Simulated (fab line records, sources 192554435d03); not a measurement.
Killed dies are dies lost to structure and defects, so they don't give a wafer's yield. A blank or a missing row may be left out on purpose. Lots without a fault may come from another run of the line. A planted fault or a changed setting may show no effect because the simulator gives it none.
Which tool did it? | flow n5_finfet | 9 lots, 27 wafers sampled, at 2 steps of a route of 1938

WHAT THE GAUGES READ, wafer by wafer
N5_BEOL_M3_CD_MEAS_28: target cd 25.7 nm, target cd y 23.3 nm.
lot  | measured     | on        | cd_nm (nm)
L387 | day 7 07:58  | cd_sem-03 | 25.92 25.49 25.59
L389 | day 8 12:14  | cd_sem-03 | 25.85 25.68 25.98
L392 | day 9 00:05  | cd_sem-02 | 25.51 25.51 25.91
L393 | day 9 04:40  | cd_sem-03 | 25.54 25.93 25.39
L396 | day 9 21:32  | cd_sem-02 | 25.90 25.92 26.14
L401 | day 10 18:20 | cd_sem-01 | 25.18 25.17 25.56
L404 | day 12 02:10 | cd_sem-02 | 25.33 25.84 25.55
L406 | day 12 05:40 | cd_sem-02 | 25.41 26.00 25.68
L408 | day 12 20:27 | cd_sem-02 | 25.59 25.73 24.98

WHICH TOOL RAN EACH LOT (tool, then ch and the chambers of the sampled wafers, then the start)
lot  | N5_BEOL_M3_ETCH_63
L387 | rie_diel-03 ch 0,2, day 7 07:16
L389 | rie_diel-03 ch 0,1, day 8 11:27
L392 | rie_diel-02 ch 2,3, day 8 23:23
L393 | rie_diel-03 ch 0,2,3, day 9 03:58
L396 | rie_diel-03 ch 0,1,2, day 9 20:41
L401 | rie_diel-03 ch 2,3, day 10 17:30
L404 | rie_diel-04 ch 0,2,3, day 12 01:20
L406 | rie_diel-04 ch 1,2, day 12 04:58
L408 | rie_diel-02 ch 0,3, day 12 19:37
- N5_BEOL_M3_ETCH_63: etches SiARC in CF4, target depth 15.6 nm, time 26 s.

THE ANSWER, worked out from the rows above alone
Rule: what is usual is taken from the lots themselves. Put in order of their means at a reading, lots are off if they are a third of the lots or fewer, leave a main group of 4 or more, and stand apart from it by a gap of 3 or more times the standard deviation of the main group's means; of several such gaps the widest counts. A main group whose means are all the same, to the digits that the tables above print for the reading, isn't used. A lot without any number at a reading at which 4 lots or more have one is off too. The other lots that the step has rows for count as sound.
No lot is off at any reading shown: from this, nothing can be told.

WHAT THE SIMULATOR HAD PUT IN
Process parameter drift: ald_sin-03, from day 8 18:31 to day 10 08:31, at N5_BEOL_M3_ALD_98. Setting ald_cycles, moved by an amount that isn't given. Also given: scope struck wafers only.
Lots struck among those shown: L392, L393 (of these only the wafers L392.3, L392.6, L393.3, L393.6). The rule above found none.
